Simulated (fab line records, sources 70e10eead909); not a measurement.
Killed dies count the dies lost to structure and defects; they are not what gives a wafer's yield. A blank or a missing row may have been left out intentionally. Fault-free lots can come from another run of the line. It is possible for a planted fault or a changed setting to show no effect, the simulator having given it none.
Matching of chambers ; flow nand-harc ; NHARC_P_CONTACT_DESCUM_17 on rie-diel-04: 4 sister chambers
The step chemistry O2, time 3 s. 4 wafers are shown with their chamber, then 12 later ones without.

## EACH WAFER AND ITS CHAMBER
wafer;chamber;drypump-motor-current-A (A)
L083.6;3;6.2
L088.3;0;4.8
L089.3;1;5.9
L089.5;2;5.6

## WAFERS WHOSE CHAMBER IS MISSING
wafer;drypump-motor-current-A (A)
L091.1;5.6
L091.3;4.8
L091.4;5.9
L092.1;5.9
L092.2;4.8
L092.4;5.7
L095.3;5.6
L095.5;5.6
L095.6;5.9
L096.1;4.8
L096.5;4.8
L096.6;6.2

## WHICH CHAMBER EACH ONE RAN IN
wafer;from the rows above;in truth
L091.1;2;2
L091.3;0;0
L091.4;1;1
L092.1;1;1
L092.2;0;0
L092.4;2;2
L095.3;2;2
L095.5;2;2
L095.6;1;1
L096.1;0;0
L096.5;0;0
L096.6;3;3
Correct placement for 12 of the 12. Can't be placed from these rows: 0. 0 placed wrongly.
How it was worked out, from the rows above alone: a wafer's distance from a chamber is the root of the sum, over the readings, of the square of ((its reading less the chamber's mean) divided by the reading's scatter). The wafer belongs to the nearest chamber; if the next one is less than 2 further off, it can't be placed. A chamber's mean is the mean of its shown wafers. The scatter: root of mean squared gap, hidden wafer to nearest shown wafer, with one shown wafer a chamber.
